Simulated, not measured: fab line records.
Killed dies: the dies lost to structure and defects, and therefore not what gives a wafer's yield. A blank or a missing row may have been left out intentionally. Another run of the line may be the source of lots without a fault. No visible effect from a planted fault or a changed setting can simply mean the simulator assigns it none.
fab line records    flow nandHarc
record lots=13  wafers=39  lastDay=24
route steps=1159 shown A_CONTACT@854 END@1159
lots that met no fault: from a run of the same line without faults
startH: the number of hours between the record's first day and the start of the first shown wafer of the lot    waitH: hours from the lot's prior step to this one    " repeats the value in the row above    L1.1+2: a single row standing in for several wafers    - either no value or no given start    * or withheld: withheld    < > ~ a bound
route shown NAME@n: NAME is a module with steps in the file, n the number in the route of the first one    usual: mean and standard deviation over wafers with no fault    same: alike in all rows    chamber/n: place in a boat    sites: the reading at each site    _std_site: standard deviation across them    _edge_site: inner sites' mean taken away from outer sites' mean    radiusMm: for every site, how far away it sits from the centre of the wafer    mask NAME#n: copy n    behind: the last tool/chamber to shape the wafer    hold: cause of the lot's hold/its duration in hours/its outcome    device: transistor that didn't switch, given as n, p or np    end of line: tests of these same wafers at the route's end    a step without rows: its recipe alone    killed: count of dies lost to structure and defects at first sort (not the wafer's yield)    map: a wafer's dies, marking killed ones x, the rest . and places with no die _
set.NAME: the run value of the setting; set.NAME@STEP: its run value at that earlier step    model.NAME: the simulator's own value behind a step, which no gauge read
one table for each step of the route and one row for each wafer, over a sample of lots
services: the hour from which a tool's chamber was out of use, counted from the record's first day as startH (under 0 if before that day), plus the number of hours and why
## steps
# step NHARC_A_CONTACT_CD_MEAS_42
# recipe targetCdNm=200  landingEnergyEv=500
# usual cdNm=199.8/0.55
lot.wafer  tool      chamber  startH  waitH  cdNm
L257.3     cdSem-03  0        373.99  -      199.8
L257.4     "         0        "       "      200.0
L257.6     "         0        "       "      199.3
L258.2     cdSem-01  0        388.77  -      199.6
L258.3     "         0        "       "      201.2
L258.5     "         0        "       "      201.0
L256.2     cdSem-03  0        392.52  -      198.7
L256.4     "         0        "       "      199.8
L256.5     "         0        "       "      199.5
L260.2     cdSem-03  0        406.03  -      198.7
L260.4     "         0        "       "      199.7
L260.6     "         0        "       "      200.2
L261.1     cdSem-03  0        408.84  -      199.7
L261.2     "         0        "       "      200.5
L261.4     "         0        "       "      198.9
L262.1     cdSem-01  0        421.86  -      199.5
L262.3     "         0        "       "      200.2
L262.5     "         0        "       "      200.7
L263.1     cdSem-02  0        422.03  -      200.3
L263.3     "         0        "       "      200.3
L263.5     "         0        "       "      200.0
L265.1     cdSem-02  0        431.73  -      200.2
L265.4     "         0        "       "      200.4
L265.5     "         0        "       "      199.8
L270.1     cdSem-02  0        456.00  -      200.8
L270.3     "         0        "       "      199.7
L270.6     "         0        "       "      200.3
L268.2     cdSem-02  0        459.88  -      199.8
L268.3     "         0        "       "      200.1
L268.6     "         0        "       "      198.7
L271.1     cdSem-01  0        467.67  -      200.3
L271.4     "         0        "       "      199.2
L271.6     "         0        "       "      200.0
L276.2     cdSem-03  0        491.70  -      200.1
L276.4     "         0        "       "      199.8
L276.5     "         0        "       "      200.0
L277.2     cdSem-02  0        495.11  -      199.7
L277.4     "         0        "       "      199.6
L277.6     "         0        "       "      200.8
# step NHARC_A_CONTACT_OVL_MEAS_43
# usual overlayXNm=-0.2/0.78  overlayYNm=-0.2/0.85
lot.wafer  tool        chamber  startH  waitH  overlayXNm  overlayYNm
L257.3     overlay-02  -        374.07  -      0.6         0.0
L257.4     "           -        "       "      1.6         -0.1
L257.6     "           -        "       "      1.5         0.4
L258.2     overlay-02  -        388.86  -      0.4         0.5
L258.3     "           -        "       "      0.6         0.4
L258.5     "           -        "       "      0.3         0.0
L256.2     overlay-02  -        392.61  -      -0.7        0.4
L256.4     "           -        "       "      -0.3        0.5
L256.5     "           -        "       "      0.1         0.4
L260.2     overlay-02  -        406.12  -      0.3         0.4
L260.4     "           -        "       "      -0.1        -0.2
L260.6     "           -        "       "      -0.2        -0.2
L261.1     overlay-01  -        408.93  -      0.3         -1.4
L261.2     "           -        "       "      0.3         -1.5
L261.4     "           -        "       "      0.9         -1.6
L262.1     overlay-02  -        421.95  -      -0.8        -0.8
L262.3     "           -        "       "      -0.8        -0.7
L262.5     "           -        "       "      -1.0        -0.5
L263.1     overlay-02  -        422.13  -      0.8         0.1
L263.3     "           -        "       "      0.6         -0.3
L263.5     "           -        "       "      0.7         0.1
L265.1     overlay-02  -        431.82  -      1.2         -0.8
L265.4     "           -        "       "      0.6         -0.4
L265.5     "           -        "       "      0.8         -0.2
L270.1     overlay-02  -        456.09  -      0.0         0.8
L270.3     "           -        "       "      -0.9        0.8
L270.6     "           -        "       "      -0.3        1.0
L268.2     overlay-02  -        459.96  -      0.6         0.2
L268.3     "           -        "       "      0.1         0.0
L268.6     "           -        "       "      -0.4        0.6
L271.1     overlay-01  -        467.76  -      -0.4        -0.4
L271.4     "           -        "       "      -0.5        0.0
L271.6     "           -        "       "      -1.0        -0.4
L276.2     overlay-01  -        491.79  -      -0.8        1.6
L276.4     "           -        "       "      -1.4        1.2
L276.5     "           -        "       "      -1.0        1.3
L277.2     overlay-02  -        495.20  -      0.1         -1.7
L277.4     "           -        "       "      -0.7        -1.0
L277.6     "           -        "       "      0.0         -0.8
# step NHARC_A_CONTACT_ETCH_49
# recipe targetDepthA=2600  overEtchFrac=0.3  timeS=475.3  ionEnergyEv=200  n2FlowSccm=150  h2FlowSccm=150  arFlowSccm=0  rfW=400  biasW=150  chemistry=N2/H2
# usual drypumpMotorCurrentA=5.9/0.39  oesProductAu=1.000/0.013  rfVppV=430/3.2  runLengthS=496.6/0.32  showerheadPlenumPTorr=2.04/0.11  throttleValvePct=14.171/0.009
lot.wafer  tool        chamber  startH  waitH  drypumpMotorCurrentA  oesProductAu  rfHoursCounterH  rfVppV  runLengthS  showerheadPlenumPTorr  throttleValvePct
L257.3     rieDiel-03  1        374.39  -      6.1                   1.008         29               425     496.5       1.90                   14.169
L257.4     "           3        "       "      6.7                   0.990         31               429     496.6       1.97                   14.168
L257.6     "           0        "       "      5.9                   0.998         -                430     496.3       2.02                   14.171
L258.2     rieDiel-12  2        389.13  -      5.3                   1.019         0                427     497.0       1.92                   14.176
L258.3     "           1        "       "      6.0                   0.995         0                434     496.8       2.20                   14.171
L258.5     "           3        "       "      5.6                   0.986         -                432     496.6       2.10                   14.164
L256.4     rieDiel-11  2        393.12  -      6.1                   1.001         6                434     496.8       2.19                   14.166
L256.2     "           3        "       "      6.6                   1.012         6                426     496.7       1.90                   14.164
L256.5     "           1        "       "      5.7                   1.025         -                434     496.9       2.17                   14.175
L260.4     rieDiel-12  0        406.43  -      6.1                   0.984         9                431     496.4       2.11                   14.171
L260.2     "           2        "       "      5.3                   1.018         8                426     497.0       1.91                   14.177
L260.6     "           0        "       "      6.1                   0.985         -                433     495.9       2.11                   14.174
L261.1     rieDiel-03  0        409.21  -      5.9                   1.015         2                430     496.3       2.02                   14.171
L261.2     "           1        "       "      6.0                   1.006         1                426     496.2       1.90                   14.187
L261.4     "           3        "       "      6.7                   1.012         1                429     496.9       1.97                   14.182
L262.1     rieDiel-03  2        422.22  -      5.6                   0.994         3                432     496.6       2.15                   14.173
L262.3     "           1        "       "      6.0                   0.988         4                427     496.3       1.90                   14.179
L262.5     "           2        "       "      5.6                   0.992         -                433     496.5       2.15                   14.165
L263.3     rieDiel-11  1        422.65  -      5.7                   1.030         14               434     496.4       2.17                   14.174
L263.1     "           2        "       "      6.1                   1.002         15               435     496.9       2.19                   14.168
L263.5     "           3        "       "      6.7                   1.009         -                427     496.7       1.89                   14.174
L265.1     rieDiel-11  2        432.27  -      6.1                   1.002         18               435     497.1       2.19                   14.157
L265.4     "           3        "       "      6.6                   1.005         20               426     496.4       1.89                   14.156
L265.5     "           1        "       "      5.7                   1.024         -                435     497.2       2.17                   14.180
L270.1     rieDiel-11  3        456.40  -      6.7                   1.012         28               426     497.0       1.89                   14.178
L270.3     "           0        "       "      5.8                   0.991         29               427     476.9       1.92                   14.155
L270.6     "           3        "       "      6.6                   1.011         -                427     496.8       1.89                   14.155
L268.2     rieDiel-11  0        460.24  -      5.8                   0.988         30               428     496.5       1.92                   14.172
L268.3     "           1        "       "      5.6                   1.030         28               435     476.5       2.16                   14.191
L268.6     "           0        "       "      5.8                   0.988         -                427     497.0       1.92                   14.164
L271.1     rieDiel-12  0        468.16  -      6.1                   1.007         28               431     495.9       2.10                   14.173
L271.4     "           1        "       "      5.9                   0.993         27               435     496.9       2.19                   14.179
L271.6     "           2        "       "      5.3                   1.011         -                427     496.8       1.91                   14.178
L276.2     rieDiel-03  1        492.38  -      6.0                   1.000         19               425     496.7       1.89                   14.163
L276.4     "           0        "       "      5.9                   1.007         -                430     496.3       2.01                   14.174
L276.5     "           1        "       "      6.0                   0.995         -                427     496.3       1.89                   14.178
L277.2     rieDiel-12  0        495.50  -      6.1                   1.005         35               432     496.3       2.10                   14.168
L277.4     "           1        "       "      5.9                   0.994         35               434     497.4       2.18                   14.150
L277.6     "           0        "       "      6.1                   1.002         -                434     496.1       2.10                   14.179
# step NHARC_A_CONTACT_ETCH_117
# recipe sourceW=withheld  pressureMtorr=20  biasV=3000  timeS=94  targetDepthA=9220  arFlowSccm=withheld  c4f8FlowSccm=withheld  o2FlowSccm=withheld  chemistry=C4F8/O2/Ar
# usual runLengthS=94/0
lot.wafer  tool           chamber  startH  waitH  rfHoursCounterH  runLengthS
L257.3     harCapEtch-02  0        376.50  0.1    -                94
L257.4     "              1        "       "      -                94
L257.6     "              1        "       "      -                94
L258.2     harCapEtch-01  1        390.89  0.1    62               94
L258.3     "              0        "       "      -                94
L258.5     "              1        "       "      -                94
L256.2     harCapEtch-01  0        394.83  0.1    63               94
L256.4     "              0        "       "      -                94
L256.5     "              0        "       "      -                94
L260.2     harCapEtch-03  0        408.18  0.1    84               94
L260.4     "              1        "       "      -                94
L260.6     "              1        "       "      -                94
L261.1     harCapEtch-02  1        410.96  0.1    15               94
L261.2     "              0        "       "      15               94
L261.4     "              0        "       "      -                94
L262.1     harCapEtch-03  0        423.97  0.1    86               94
L262.3     "              0        "       "      -                94
L262.5     "              1        "       "      -                94
L263.1     harCapEtch-02  1        424.36  0.1    18               94
L263.3     "              0        "       "      -                94
L263.5     "              1        "       "      -                94
L265.1     harCapEtch-02  0        434.05  0.1    20               94
L265.4     "              0        "       "      -                94
L265.5     "              0        "       "      -                94
L270.1     harCapEtch-03  0        458.15  0.1    93               94
L270.3     "              1        "       "      -                94
L270.6     "              1        "       "      -                94
L268.2     harCapEtch-02  0        461.98  0.1    24               94
L268.3     "              1        "       "      -                94
L268.6     "              1        "       "      -                94
L271.1     harCapEtch-03  1        469.82  0.1    95               94
L271.4     "              0        "       "      -                94
L271.6     "              0        "       "      -                94
L276.2     harCapEtch-02  0        494.61  0.1    31               94
L276.4     "              0        "       "      -                94
L276.5     "              1        "       "      -                94
L277.2     harCapEtch-01  1        497.23  0.1    82               94
L277.4     "              1        "       "      -                94
L277.6     "              1        "       "      -                94
# step NHARC_END_SORT_01
# recipe tempC=25
# usual killedAtArray=25/10  killedAtOther=0.6/0.91  killedAtPeriphery=3.6/2.9  killedDies=29/10  killedOpen=3.3/2  killedShort=1.9/1.5
# same grossDies=677
lot.wafer  tool       chamber  startH  waitH  killedAtArray  killedAtOther  killedAtPeriphery  killedDies  killedOpen  killedShort
L262.1     prober-02  0        491.65  2.5    18             1              1                  20          1           2
L262.3     prober-02  0        493.24  3.1    16             0              4                  20          5           3
L262.5     prober-02  0        494.84  3.7    24             0              2                  26          3           2
# killed by level:class
L262.1 A_SLIT:chamberFilmFlake=10 A_CONTACT:chamberFilmFlake=3 A_STAIRCASE:chamberFilmFlake=2 A_ONON_D1:geometricParticle:short=1 A_BLC:geometricParticle:open=1 STARTING-WAFER:geometricParticle:short=1 P_STI:chamberFilmFlake=1 A_CHANNEL_HOLE_D1:chamberFilmFlake=1
L262.3 A_SLIT:chamberFilmFlake=7 A_CONTACT:geometricParticle:open=2 A_CHANNEL_HOLE_D1:chamberFilmFlake=2 A_CONTACT:chamberFilmFlake=2 P_CONTACT:geometricParticle:short=1 P_M0:geometricParticle:short=1 P_M0:geometricParticle:open=1 P_M1:geometricParticle:short=1
L262.5 A_SLIT:chamberFilmFlake=12 A_CONTACT:chamberFilmFlake=3 A_CHANNEL_HOLE_D1:chamberFilmFlake=2 A_STAIRCASE:chamberFilmFlake=2 A_ONON_D1:geometricParticle:open=1 A_CONTACT:geometricParticle:short=1 A_BLC:geometricParticle:open=1 A_M0:geometricParticle:open=1
## services
tool           chamber  startH  hours  kind
rieDiel-11     -        366.55  9.0    pm
rieDiel-11     0        366.55  9.0    ventCycle
rieDiel-11     1        366.55  9.0    ventCycle
rieDiel-11     2        366.55  9.0    ventCycle
rieDiel-11     3        366.55  9.0    ventCycle
rieDiel-11     0        375.55  -      clean
rieDiel-11     1        375.55  -      clean
rieDiel-11     2        375.55  -      clean
rieDiel-11     3        375.55  -      clean
rieDiel-12     -        379.53  9.0    pm
rieDiel-11     1        383.84  2.7    repair
rieDiel-03     -        392.30  9.0    pm
rieDiel-11     0        400.98  -      clean
rieDiel-11     1        400.98  -      clean
rieDiel-11     2        400.98  -      clean
rieDiel-11     3        400.98  -      clean
rieDiel-12     0        411.76  5.7    repair
rieDiel-11     0        425.48  -      clean
rieDiel-11     1        425.48  -      clean
rieDiel-11     2        425.48  -      clean
rieDiel-11     3        425.48  -      clean
harCapEtch-01  -        460.12  0.6    repair
rieDiel-11     2        465.19  1.2    repair
rieDiel-03     3        487.54  6.7    repair
## key
firstSign step=NHARC_A_CONTACT_ETCH_49  reading=runLengthS  direction=down  sigmas=63  usual=*  struck=*
effect none on later readings
metAt NHARC_A_CONTACT_ETCH_49
struckLots L268,L270
struckWafers L268.3,L270.3
testerLeftOut L268,L270
notActingAt NHARC_A_CONTACT_CD_MEAS_42,NHARC_A_CONTACT_OVL_MEAS_43,NHARC_A_CONTACT_ETCH_117
onsetBetween 432.27 456.40
fault kind=processParameterDrift  tool=rieDiel-11  chamber=-  onsetH=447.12  steps=NHARC_A_CONTACT_ETCH_49  channel=timeS  offset=*  shape=step  endH=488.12  scope=struckWafersOnly  actsIn=*  stated=*
# testerLeftOut: of these lots the tester's yield and bins aren't shown, on N5 and GAA mostly nor the transistor test; their killed dies are dies lost to structure and defects alone, not to doping, threshold or leakage, so they don't give the yield
